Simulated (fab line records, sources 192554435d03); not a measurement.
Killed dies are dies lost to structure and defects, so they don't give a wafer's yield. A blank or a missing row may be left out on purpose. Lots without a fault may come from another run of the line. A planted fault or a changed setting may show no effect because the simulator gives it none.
fab line records | flow n5_finfet
record lots=9 wafers=27 last_day=19
route steps=1938 shown MOL_CONTACT_COAG@619 BEOL_M0_SAQP@632 BEOL_M4@1111 PASSIVATION@1936
lots that met no fault: from a run of the same line without faults
start_h: hours from the record's first day to the start of the lot's first wafer shown | wait_h: hours since the lot's step before | " the same as in the row above | L1.1+2: a row that stands for several wafers | - no value, or no start given | * or withheld: withheld | < > ~ a bound
route shown NAME@n: a module of which the file shows steps, and the number in the route of the first | usual: mean/standard deviation of fault-free wafers | same: alike in all rows | chamber/n: place in a boat | sites: the reading at each site | _std_site: their standard deviation | _edge_site: outer sites' mean less inner sites' | radius_mm: how far each site lies from the wafer's centre | mask NAME#n: copy n | behind: the tool/chamber that last shaped the wafer | hold: why the lot was held/for how many hours/how that ended | device: the transistor (n, p or np) that didn't switch | end of line: the same wafers' tests at the end of the route | a step without rows: its recipe alone | killed: dies lost to structure and defects at the first sort, not the wafer's yield | map: a wafer's dies, x killed, . not, _ none there
set.NAME: the setting as run; set.NAME@STEP: as run at that earlier step | model.NAME: the simulator's own value behind a step, which no gauge read
steps of the route over a sample of lots; a table a step, a row a wafer
services: from which hour (start_h, from the record's first day; less than 0 if before it) a tool's chamber was out of use, for how many hours, and why
## steps
# step N5_MOL_CONTACT_COAG_STRIP_49
# recipe chemistry=N2/H2 time_s=30 power_w=1000 temp_c=250 pressure_mtorr=withheld n2_flow_sccm=1750 h2_flow_sccm=3250
# usual drypump_motor_current_A=5.4/0.53 heater_power_w=330/30 temp_c=250.00/0.16
# columns lot.wafer tool chamber start_h wait_h drypump_motor_current_A heater_power_w rf_hours_counter_h temp_c
L753.2 plasma_asher-01 1 119.83 - 4.7 293 95 249.96
L753.4 " 0 " " 5.7 364 - 249.99
L753.6 " 0 " " 5.6 364 - 250.12
L754.2 plasma_asher-02 0 127.36 - 6.1 342 48 250.10
L754.3 " 0 " " 6.1 348 - 250.11
L754.5 " 0 " " 6.1 353 - 250.29
L755.1 plasma_asher-01 1 129.22 - 4.8 292 97 250.12
L755.2 " 0 " " 5.6 365 97 249.85
L755.4 " 0 " " 5.6 356 - 249.91
L764.2 plasma_asher-02 0 183.75 - 6.1 345 60 250.16
L764.3 " 1 " " 5.9 329 - 249.72
L764.5 " 1 " " 6.0 332 - 250.04
L765.2 plasma_asher-01 0 193.25 - 5.6 361 108 249.93
L765.3 " 1 " " 4.7 291 - 249.82
L765.4 " 0 " " 5.6 358 - 250.09
L767.2 plasma_asher-01 0 206.09 - 5.6 376 111 249.87
L767.5 " 1 " " 4.7 287 - 250.45
L767.6 " 0 " " 5.6 346 - 250.04
L769.2 plasma_asher-01 1 215.93 - 4.7 294 114 249.99
L769.4 " 0 " " 5.6 366 - 250.10
L769.6 " 0 " " 5.6 362 - 249.86
L770.2 plasma_asher-01 0 219.30 - 5.6 363 114 249.97
L770.5 " 1 " " 4.7 288 - 250.05
L770.6 " 0 " " 5.7 355 - 249.90
L773.2 plasma_asher-01 1 238.33 - 4.8 289 121 250.05
L773.3 " 1 " " 4.7 289 - 249.98
L773.5 " 1 " " 4.7 294 - 250.17
# step N5_MOL_CONTACT_COAG_CMP_52
# recipe stop_on=SiO2 t_overpolish_s=1.5 post_cmp_clean=w_dilute_nh4oh down_force_psi=4 platen_rpm=50.289 pad_velocity_m_s=1.0006 target_thk_nm=66.5
# usual edge_zone_pressure_frac=1.000/0.0048 head_pressure_psi=3.999/0.0083 motor_current_A=12.2/0.75 overpolish_run_s=1.500/0.0092 time_to_endpoint_s=14.0/1.9
# columns lot.wafer tool chamber start_h wait_h edge_zone_pressure_frac head_pressure_psi motor_current_A overpolish_run_s time_to_endpoint_s
L753.4 cmp-03 3 120.54 0.1 - - - - -
L753.2 " 1 " " - - - - -
L753.6 " 3 " " - - - - -
L754.3 cmp-03 0 127.96 0.0 - - - - -
L754.2 " 1 " " - - - - -
L754.5 " 0 " " - - - - -
L755.2 cmp-03 2 129.83 0.0 - - - - -
L755.4 " 3 " " - - - - -
L755.1 " 0 " " - - - - -
L764.3 cmp-03 3 184.39 0.1 0.996 3.995 11.5 1.503 13.9
L764.2 " 1 " " 1.001 4.021 11.1 1.495 15.0
L764.5 " 3 " " 0.995 4.006 10.6 1.507 13.7
L765.2 cmp-01 1 193.85 0.0 0.999 3.992 13.7 1.510 12.3
L765.3 " 3 " " 1.000 3.993 12.3 1.518 16.1
L765.4 " 0 " " 0.999 4.001 12.2 1.514 13.6
L767.2 cmp-01 1 206.77 0.1 0.995 3.994 13.4 1.501 12.6
L767.6 " 3 " " 0.993 3.996 12.4 1.503 14.6
L767.5 " 0 " " 0.997 3.997 11.9 1.511 16.2
L769.2 cmp-01 3 216.57 0.1 0.995 4.000 13.5 1.494 16.8
L769.4 " 1 " " 0.999 4.002 13.6 1.490 14.0
L769.6 " 3 " " 0.995 4.006 12.9 1.496 13.4
L770.2 cmp-02 2 219.97 0.1 1.003 4.004 11.8 1.498 11.2
L770.5 " 0 " " 0.997 4.014 11.8 1.492 11.1
L770.6 " 1 " " 0.999 3.998 11.8 1.488 13.6
L773.3 cmp-03 2 238.97 0.1 0.991 3.998 12.8 1.498 11.7
L773.2 " 0 " " 1.003 3.987 12.1 1.495 13.3
L773.5 " 2 " " 0.995 3.989 13.3 1.495 15.6
# step N5_MOL_CONTACT_COAG_THK_MEAS_53
# recipe reads=SiO2_of_MOL_CONTACT_COAG_PECVD_31
# usual VIA_MOL_THK=43.7/0.59
# columns lot.wafer tool chamber start_h wait_h VIA_MOL_THK[nm]
L753.2 film_metro-02 - 120.80 0.1 -
L753.4 " - " " -
L753.6 " - " " -
L754.2 film_metro-01 - 128.25 0.2 -
L754.3 " - " " -
L754.5 " - " " -
L755.1 film_metro-01 - 130.13 0.2 -
L755.2 " - " " -
L755.4 " - " " -
L764.2 film_metro-02 - 184.65 - 43.9
L764.3 " - " " 45.0
L764.5 " - " " 44.8
L765.2 film_metro-02 - 194.14 - 43.7
L765.3 " - " " 43.6
L765.4 " - " " 43.9
L767.2 film_metro-02 - 206.99 - 42.4
L767.5 " - " " 42.7
L767.6 " - " " 42.8
L769.2 film_metro-01 - 216.83 - 43.5
L769.4 " - " " 43.8
L769.6 " - " " 44.7
L770.2 film_metro-01 - 220.20 - 43.6
L770.5 " - " " 44.1
L770.6 " - " " 44.0
L773.2 film_metro-02 - 239.23 - 42.4
L773.3 " - " " 42.9
L773.5 " - " " 43.3
# step N5_MOL_CONTACT_COAG_INSPECT_97
# recipe inspect_instrument=darkfield mode=post_anneal
# usual raw_defect_count=43/24
# columns lot.wafer tool chamber start_h wait_h raw_defect_count
L753.2 defect_inspect-02 - 123.87 0.0 1285
L753.4 " - " " 1300
L753.6 " - " " 1154
L754.2 defect_inspect-02 - 131.32 0.0 1271
L754.3 " - " " 1212
L754.5 " - " " 1229
L755.1 defect_inspect-02 - 134.30 0.0 1262
L755.2 " - " " 1227
L755.4 " - " " 1228
L764.2 defect_inspect-01 - 187.72 0.0 54
L764.3 " - " " 71
L764.5 " - " " 74
L765.2 defect_inspect-01 - 197.21 0.0 51
L765.3 " - " " 89
L765.4 " - " " 55
L767.2 defect_inspect-01 - 210.06 0.0 29
L767.5 " - " " 38
L767.6 " - " " 42
L769.2 defect_inspect-01 - 219.90 0.0 31
L769.4 " - " " 20
L769.6 " - " " 37
L770.2 defect_inspect-02 - 223.27 0.0 40
L770.5 " - " " 57
L770.6 " - " " 28
L773.2 defect_inspect-02 - 244.20 0.1 17
L773.3 " - " " 27
L773.5 " - " " 27
# step N5_BEOL_M0_SAQP_PECVD_00
# recipe material=SiCN target_thk_a=80 temp_c=withheld precursor=3MS/NH3 pressure_torr=3 rf_w=202 time_s=14
# usual showerhead_plenum_p_Torr=3.660/0.011 throttle_valve_pct=9.03/0.25
# columns lot.wafer tool chamber start_h wait_h showerhead_plenum_p_Torr throttle_valve_pct
L764.2 pecvd-04 2 188.03 0.2 3.648 8.78
L764.3 " 0 " " 3.660 9.09
L764.5 " 2 " " 3.647 8.83
L765.2 pecvd-02 0 197.52 0.2 3.658 8.60
L765.3 " 2 " " 3.681 9.37
L765.4 " 2 " " 3.673 9.42
L767.2 pecvd-03 0 210.38 0.2 3.675 9.43
L767.5 " 1 " " 3.664 9.57
L767.6 " 0 " " 3.676 9.10
L769.2 pecvd-04 0 220.22 0.2 3.660 8.78
L769.4 " 0 " " 3.657 9.36
L769.6 " 1 " " 3.651 8.90
L770.2 pecvd-04 0 223.58 0.2 3.658 8.96
L770.5 " 1 " " 3.655 9.17
L770.6 " 0 " " 3.670 8.96
L773.2 pecvd-03 1 244.51 0.2 3.648 9.29
L773.3 " 0 " " 3.681 9.30
L773.5 " 0 " " 3.677 9.40
# step N5_BEOL_M0_SAQP_PECVD_97
# recipe material=SiNx target_thk_a=230 temp_c=350 precursor=SiH4/NH3/N2 pressure_torr=1.5 rf_w=300 time_s=19.9
# usual heater_power_outer_w=305/55 heater_power_w=540/72 showerhead_plenum_p_Torr=5.12/0.044 throttle_valve_pct=39.6/1
# columns lot.wafer tool chamber start_h wait_h heater_power_outer_w heater_power_w showerhead_plenum_p_Torr throttle_valve_pct
L764.2 pecvd-02 1 188.99 0.0 381 603 5.17 38.7
L764.3 " 0 " " 306 544 5.12 39.2
L764.5 " 0 " " 311 571 5.11 39.4
L765.2 pecvd-03 2 198.18 0.0 319 554 5.10 39.3
L765.3 " 0 " " 289 527 5.21 41.2
L765.4 " 0 " " 285 534 5.20 41.3
L767.2 pecvd-02 1 212.71 0.0 409 652 5.17 38.8
L767.5 " 0 " " 243 485 5.11 39.4
L767.6 " 1 " " 414 677 5.16 38.5
L769.2 pecvd-04 1 221.66 0.0 223 418 5.07 40.4
L769.4 " 2 " " 284 505 5.05 38.8
L769.6 " 1 " " 223 418 5.06 40.7
L770.2 pecvd-02 1 225.19 0.0 380 604 5.16 38.8
L770.5 " 1 " " 377 617 5.15 38.9
L770.6 " 0 " " 282 524 5.11 39.3
L773.2 pecvd-02 1 245.48 0.0 361 581 5.16 38.8
L773.3 " 2 " " 289 514 5.16 37.9
L773.5 " 1 " " 363 606 5.15 39.0
# step N5_BEOL_M4_RC_MEAS_101
# usual DIBL_N=36.4/1.4 DIBL_P=36.4/1.5 IOFF_N=0.156/0.022 IOFF_P=0.210/0.023 ION_N=675/9.1 ION_P=463/5.7 SS_N=71.6/0.45 SS_P=73.3/0.56 VT_N=250/3.1 VT_P=-250.3/2.3
# columns lot.wafer tool chamber start_h wait_h DIBL_N[mV/V] DIBL_P[mV/V] IOFF_N[nA/um] IOFF_P[nA/um] ION_N[uA/um] ION_P[uA/um] SS_N[mV/dec] SS_P[mV/dec] VT_N[mV] VT_P[mV]
L764.2 prober-02 0 278.18 0.2 34.3 34.7 0.131 0.183 677 454 71.0 72.3 253 -253.8
L764.3 " 0 " " 34.9 35.8 0.144 0.193 670 459 72.1 73.5 251 -255.0
L764.5 " 0 " " 35.4 36.5 0.149 0.196 668 457 71.8 73.2 254 -253.3
L765.2 prober-01 0 280.29 0.2 36.2 33.8 0.155 0.191 677 456 71.6 72.4 248 -249.8
L765.3 " 0 " " 37.6 36.6 0.175 0.228 684 468 71.5 73.7 249 -247.9
L765.4 " 0 " " 37.3 36.0 0.173 0.223 687 465 71.4 73.1 248 -247.1
L767.2 prober-01 0 301.47 0.2 37.7 37.1 0.167 0.210 682 461 71.6 74.3 249 -251.9
L767.5 " 0 " " 36.4 35.4 0.154 0.189 687 463 71.4 73.1 249 -252.3
L767.6 " 0 " " 38.5 38.0 0.188 0.223 690 471 71.9 73.9 245 -251.3
L769.2 prober-02 0 311.12 0.2 34.7 36.0 0.134 0.192 678 465 71.1 72.3 252 -251.0
L769.4 " 0 " " 34.6 35.4 0.130 0.187 661 459 71.7 72.1 251 -251.1
L769.6 " 0 " " 33.9 34.7 0.116 0.168 665 456 71.0 72.4 254 -252.2
L770.2 prober-02 0 315.48 0.2 35.8 35.7 0.152 0.211 673 468 71.3 73.6 252 -248.7
L770.5 " 0 " " 34.8 34.3 0.131 0.188 672 465 71.2 73.3 251 -250.2
L770.6 " 0 " " 35.5 35.9 0.142 0.224 673 467 71.6 73.2 252 -248.7
L773.2 prober-02 0 342.34 0.2 37.0 38.0 0.164 0.233 669 468 71.6 73.6 250 -249.7
L773.3 " 0 " " 35.1 36.5 0.139 0.205 669 465 71.4 72.4 252 -248.6
L773.5 " 0 " " 36.8 38.2 0.174 0.235 676 467 71.8 72.8 249 -249.1
# step N5_PASSIVATION_PROBE_49
# usual defect_limited_yield=91.5/1.3 killed_at_M0_to_M3=33/10 killed_at_M4_up=13/4 killed_at_contacts=12/6.3 killed_at_front_end=39/11 killed_at_other=3.4/2.6 killed_dies=100/15 killed_on_rim=13/4 killed_open=65/11 killed_short=34/7.8 sort_bin_5_function=5.0/0.89 sort_bin_6_memory=3.2/0.58 sort_n_pass=1080/15 sort_yield_pct=91.5/1.3
# same gross_dies=1180 killed_at_back_side=0 sort_bin_4_leakage[%]=0 sort_bin_8_speed[%]=0
# columns lot.wafer tool chamber start_h wait_h defect_limited_yield[%] killed_at_M0_to_M3 killed_at_M4_up killed_at_contacts killed_at_front_end killed_at_other killed_dies killed_on_rim killed_open killed_short sort_bin_5_function[%] sort_bin_6_memory[%] sort_n_pass sort_yield_pct[%]
L753.2 prober-01 - 312.88 0.1 0 34 12 1098 36 0 1180 152 64 28 4.2 3.5 0 0
L753.4 prober-01 - 312.98 0.2 0 37 15 1094 30 4 1180 152 61 27 4.2 2.9 0 0
L753.6 prober-01 - 313.08 0.3 0 8 14 1126 29 3 1180 152 47 16 2.8 2.4 0 0
L754.2 prober-01 - 330.52 0.1 0 30 23 1102 23 2 1180 152 68 31 5.1 3.1 0 0
L754.3 prober-01 - 330.57 0.1 0 41 14 1089 30 6 1180 152 91 33 6.4 3.8 0 0
L754.5 prober-01 - 330.67 0.2 0 33 11 1102 26 8 1180 152 71 35 4.8 4.1 0 0
L755.1 prober-02 - 338.18 0.0 0 25 16 1092 44 3 1180 152 70 31 5.1 3.4 0 0
L755.2 prober-02 - 338.23 0.1 0 23 15 1073 63 6 1180 152 85 47 6.0 4.9 0 0
L755.4 prober-02 - 338.33 0.2 0 30 8 1084 56 2 1180 152 75 30 4.8 3.7 0 0
L764.2 prober-01 - 392.51 0.1 90.6 42 10 13 41 5 111 16 79 31 5.2 4.2 1069 90.6
L764.3 prober-01 - 392.56 0.1 91.4 31 12 16 40 3 102 15 67 32 4.6 3.6 1078 91.4
L764.5 prober-01 - 392.66 0.2 90.2 44 14 18 30 10 116 16 82 32 5.1 4.4 1064 90.2
# killed by level:class
L753.2 MOL_CONTACT_COAG:area_cmp=1087 MOL_CONTACT_COAG:geometric_particle:open=11 BEOL_M0_SAQP:geometric_particle:open=9 STI_FIN_REVEAL:geometric_particle:open=8 BEOL_M4:geometric_particle:open=8 BEOL_M0_SAQP:geometric_particle:short=7 BEOL_M2:geometric_particle:open=7 FIN_SAQP:geometric_particle:open=6
L753.4 MOL_CONTACT_COAG:area_cmp=1091 BEOL_M1:geometric_particle:open=10 BEOL_M4:geometric_particle:open=8 FIN_SAQP:geometric_particle:open=7 STI_FIN_REVEAL:geometric_particle:open=6 GATE_CUT:geometric_particle:open=6 BEOL_M0_SAQP:geometric_particle:short=6 BEOL_M0_SAQP:geometric_particle:open=5
L753.6 MOL_CONTACT_COAG:area_cmp=1117 MOL_CONTACT_COAG:geometric_particle:open=8 STI_FIN_REVEAL:geometric_particle:open=7 BEOL_M4:geometric_particle:open=5 DUMMY_GATE:geometric_particle:open=4 STARTING-WAFER:geometric_particle:short=4 GATE_CUT:geometric_particle:open=3 FIN_SAQP:geometric_particle:open=2
L754.2 MOL_CONTACT_COAG:area_cmp=1081 MOL_CONTACT_COAG:geometric_particle:open=18 BEOL_M3:geometric_particle:open=9 BEOL_M2:geometric_particle:open=6 BEOL_M4:geometric_particle:short=6 BEOL_M0_SAQP:geometric_particle:short=5 FIN_SAQP:geometric_particle:short=4 BEOL_M0:geometric_particle:open=4
L754.3 MOL_CONTACT_COAG:area_cmp=1055 MOL_CONTACT_COAG:geometric_particle:open=32 BEOL_M0_SAQP:geometric_particle:open=14 BEOL_M0_SAQP:geometric_particle:short=13 GATE_CUT:geometric_particle:short=11 BEOL_M2:geometric_particle:open=6 STARTING-WAFER:geometric_particle:open=6 DUMMY_GATE:geometric_particle:open=4
L754.5 MOL_CONTACT_COAG:area_cmp=1074 MOL_CONTACT_COAG:geometric_particle:open=23 BEOL_M0_SAQP:geometric_particle:short=8 STI_FIN_REVEAL:geometric_particle:open=7 MOL_CONTACT_COAG:geometric_particle:short=5 BEOL_M0:geometric_particle:open=5 BEOL_M1:geometric_particle:open=5 BEOL_M4:geometric_particle:open=5
L755.1 MOL_CONTACT_COAG:area_cmp=1077 STI_FIN_REVEAL:geometric_particle:open=15 MOL_CONTACT_COAG:geometric_particle:open=13 BEOL_M2:geometric_particle:open=8 BEOL_M0_SAQP:geometric_particle:open=7 BEOL_M4:geometric_particle:open=7 FIN_SAQP:geometric_particle:short=5 FIN_SAQP:geometric_particle:open=4
L755.2 MOL_CONTACT_COAG:area_cmp=1048 MOL_CONTACT_COAG:geometric_particle:open=23 STI_FIN_REVEAL:geometric_particle:open=22 FIN_SAQP:geometric_particle:short=13 BEOL_M0_SAQP:geometric_particle:short=10 FIN_SAQP:geometric_particle:open=7 STI_FIN_REVEAL:geometric_particle:short=7 BEOL_M2:geometric_particle:open=6
L755.4 MOL_CONTACT_COAG:area_cmp=1073 FIN_SAQP:geometric_particle:open=15 FIN_SAQP:geometric_particle:short=12 BEOL_M0_SAQP:geometric_particle:open=11 MOL_CONTACT_COAG:geometric_particle:open=10 STI_FIN_REVEAL:geometric_particle:open=9 BEOL_M2:geometric_particle:open=6 BEOL_M0_SAQP:geometric_particle:short=5
L764.2 MOL_CONTACT_COAG:geometric_particle:open=13 FIN_SAQP:geometric_particle:short=12 STI_FIN_REVEAL:geometric_particle:open=11 BEOL_M3:geometric_particle:open=11 BEOL_M0:geometric_particle:open=9 BEOL_M0_SAQP:geometric_particle:short=7 FIN_SAQP:geometric_particle:open=5 BEOL_M2:geometric_particle:open=5
L764.3 MOL_CONTACT_COAG:geometric_particle:open=13 STI_FIN_REVEAL:geometric_particle:open=10 BEOL_M4:geometric_particle:open=9 FIN_SAQP:geometric_particle:open=8 BEOL_M0_SAQP:geometric_particle:short=8 BEOL_M3:geometric_particle:open=7 FIN_SAQP:geometric_particle:short=6 BEOL_M0_SAQP:geometric_particle:open=4
L764.5 MOL_CONTACT_COAG:geometric_particle:open=16 BEOL_M2:geometric_particle:open=12 BEOL_M0_SAQP:geometric_particle:short=9 BEOL_M0_SAQP:geometric_particle:open=6 FIN_SAQP:geometric_particle:open=5 DUMMY_GATE:geometric_particle:open=5 BEOL_M5:geometric_particle:open=5 BEOL_M0:geometric_particle:open=5
## services
# columns tool chamber start_h hours kind
pecvd-03 - 98.90 2.8 pm
cmp-02 - 100.79 5.0 pm
cmp-02 - 124.05 1.7 repair
cmp-03 - 134.35 1.1 repair
plasma_asher-01 - 141.64 8.8 repair
pecvd-02 - 149.75 5.7 repair
cmp-02 - 152.69 6.7 pm
pecvd-03 - 154.73 0.5 repair
cmp-02 - 161.78 1.0 repair
cmp-03 - 164.44 0.8 repair
cmp-03 - 177.97 0.9 repair
cmp-02 - 178.59 2.0 repair
pecvd-03 2 179.72 4.0 repair
cmp-02 - 187.59 1.3 repair
cmp-03 - 191.59 4.0 pm
pecvd-04 - 200.31 1.6 repair
cmp-03 - 207.61 4.0 pm
pecvd-03 - 214.46 1.7 repair
cmp-02 - 216.19 1.5 repair
cmp-01 - 219.42 6.5 repair
plasma_asher-02 - 223.58 49.1 repair
pecvd-03 - 225.74 3.7 repair
cmp-01 - 232.07 3.1 pm
cmp-01 - 240.79 0.9 repair
## key
first_sign step=N5_MOL_CONTACT_COAG_CMP_52 reading=tool_record direction=missing
effect step=N5_MOL_CONTACT_COAG_THK_MEAS_53 reading=VIA_MOL_THK direction=missing
effect step=N5_MOL_CONTACT_COAG_INSPECT_97 reading=raw_defect_count direction=up sigmas=49 usual=43 struck=1241
effect step=N5_PASSIVATION_PROBE_49 reading=killed_at_contacts direction=up sigmas=99+ usual=12 struck=1096
more_kills_born_at N5_MOL_CONTACT_COAG_CMP_52@cmp-03=9686
met_at N5_MOL_CONTACT_COAG_CMP_52
struck_lots L753,L754,L755
later_rows_left_out L753.2,L753.4,L753.6,L754.2,L754.3,L754.5,L755.1,L755.2,L755.4
not_acting_at N5_MOL_CONTACT_COAG_STRIP_49,N5_BEOL_M0_SAQP_PECVD_00,N5_BEOL_M0_SAQP_PECVD_97
fault kind=skipped_step_whole tool=cmp-03 chamber=- onset_h=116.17 steps=N5_MOL_CONTACT_COAG_CMP_52 scope=struck_lots_only
# later_rows_left_out: the simulator's readings of these wafers behind a module that went badly wrong aren't trusted and aren't shown, but for the sort
